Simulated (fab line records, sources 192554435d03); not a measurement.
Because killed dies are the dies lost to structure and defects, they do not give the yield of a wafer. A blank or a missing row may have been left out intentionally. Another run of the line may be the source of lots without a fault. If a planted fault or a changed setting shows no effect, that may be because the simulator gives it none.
What tool caused it?    flow n5 finfet    9 lots, 25 wafers sampled, at 5 steps of a route of 1938

## WHAT THE GAUGES READ, wafer by wafer
N5_SD_EPI_N_INSPECT_26: inspects for defects (darkfield).
lot   measured     on                 raw defect count
L177  day 3 07:04  defect inspect-02  180 205 145
L178  day 3 10:30  defect inspect-01  166 181 141
L183  day 4 17:01  defect inspect-02  211 209 256
L187  day 5 21:05  defect inspect-02  286 234 216
L191  day 6 16:52  defect inspect-02  619 643 718
L193  day 7 05:38  defect inspect-01  625 539 620
L196  day 8 02:16  defect inspect-01  248 197
L197  day 8 06:28  defect inspect-01  231 207 218
L199  day 9 00:34  defect inspect-01  183 173

## EACH LOT AND THE TOOL THAT RAN IT (in order: tool; ch and the chambers of the sampled wafers; start)
lot   N5_DUMMY_GATE_STRIP_40             N5_DUMMY_GATE_STRIP_48             N5_SPACER0_ALD_08                 N5_SD_EPI_N_STRIP_38
L177  rie diel-02 ch 0,2,3, day 3 01:05  rie diel-03 ch 0,1,3, day 3 01:44  ald sin-03 ch 0,1, day 3 02:29    plasma asher-02 ch 0,1, day 3 03:56
L178  rie diel-04 ch 0,1, day 3 04:37    rie diel-04 ch 0,2,3, day 3 05:15  ald sin-03 ch 0,2,3, day 3 05:53  plasma asher-02 ch 0,1, day 3 07:19
L183  rie diel-03 ch 1,2, day 4 10:59    rie diel-03 ch 0,2,3, day 4 11:38  ald sin-04 ch 0,1, day 4 12:29    plasma asher-02 ch 0,1, day 4 13:51
L187  rie diel-04 ch 1,3, day 5 14:11    rie diel-02 ch 0,1,3, day 5 14:49  ald sin-03 ch 1,2,3, day 5 15:28  plasma asher-02 ch 0,1, day 5 17:19
L191  rie diel-02 ch 0,2,3, day 6 09:34  rie diel-03 ch 0,1,2, day 6 10:12  ald sin-01 ch 0,2,3, day 6 10:50  plasma asher-02 ch 0,1, day 6 12:56
L193  rie diel-03 ch 0,1,2, day 6 23:04  rie diel-03 ch 0,1,3, day 6 23:42  ald sin-01 ch 0,1,2, day 7 00:20  plasma asher-02 ch 0,1, day 7 02:27
L196  rie diel-02 ch 2, day 7 19:57      rie diel-04 ch 0,1, day 7 20:39    ald sin-03 ch 2,3, day 7 21:34    plasma asher-01 ch 0,1, day 7 23:01
L197  rie diel-04 ch 0,3, day 8 00:43    rie diel-03 ch 0,2, day 8 01:22    ald sin-01 ch 0,1,2, day 8 01:59  plasma asher-01 ch 0, day 8 03:18
L199  rie diel-03 ch 0,1, day 8 15:43    rie diel-03 ch 2, day 8 16:24      ald sin-03 ch 3, day 8 18:51      plasma asher-01 ch 0, day 8 20:17
- N5_DUMMY_GATE_STRIP_40: strips in CF4.
- N5_DUMMY_GATE_STRIP_48: strips in N2/H2, time 20 s.
- N5_SPACER0_ALD_08: deposits SiNx, target thk 2 nm.
- N5_SD_EPI_N_STRIP_38: strips in N2/H2.

## THE ANSWER, worked out from the rows above alone
Rule: the lots themselves supply what counts as usual. Put in order of their means at a reading, lots are off if they are a third of the lots or fewer, leave a main group of 4 or more, and stand apart from it by a gap of 3 or more times the standard deviation of the main group's means; of several such gaps the widest counts. Not used: any main group whose means are identical at the precision the tables above print for the reading. Also off: a lot with no number at a reading for which 4 or more lots have one. Any other lot the step has rows for is counted as sound.
Off at N5_SD_EPI_N_INSPECT_26 (raw defect count): L191, L193. The main group has a mean of 204 with a standard deviation of 29.
A tool fits if, at a process step before that reading, it ran every lot that is off, and no sound lot after the first of them. Gauges at N5_SD_EPI_N_INSPECT_26: tried the same way as those tools. One fits: N5_SD_EPI_N_STRIP_38 on plasma asher-02. Its last sound lot is L187 (day 5 17:19), its first lot that is off L191 (day 6 12:56): a fault that began between those two fits.

## WHAT THE SIMULATOR PUT IN
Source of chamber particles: plasma asher-02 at N5_SD_EPI_N_STRIP_38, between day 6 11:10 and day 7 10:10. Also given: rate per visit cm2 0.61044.
Shown lots that were struck: L191, L193. The rule above found the same.
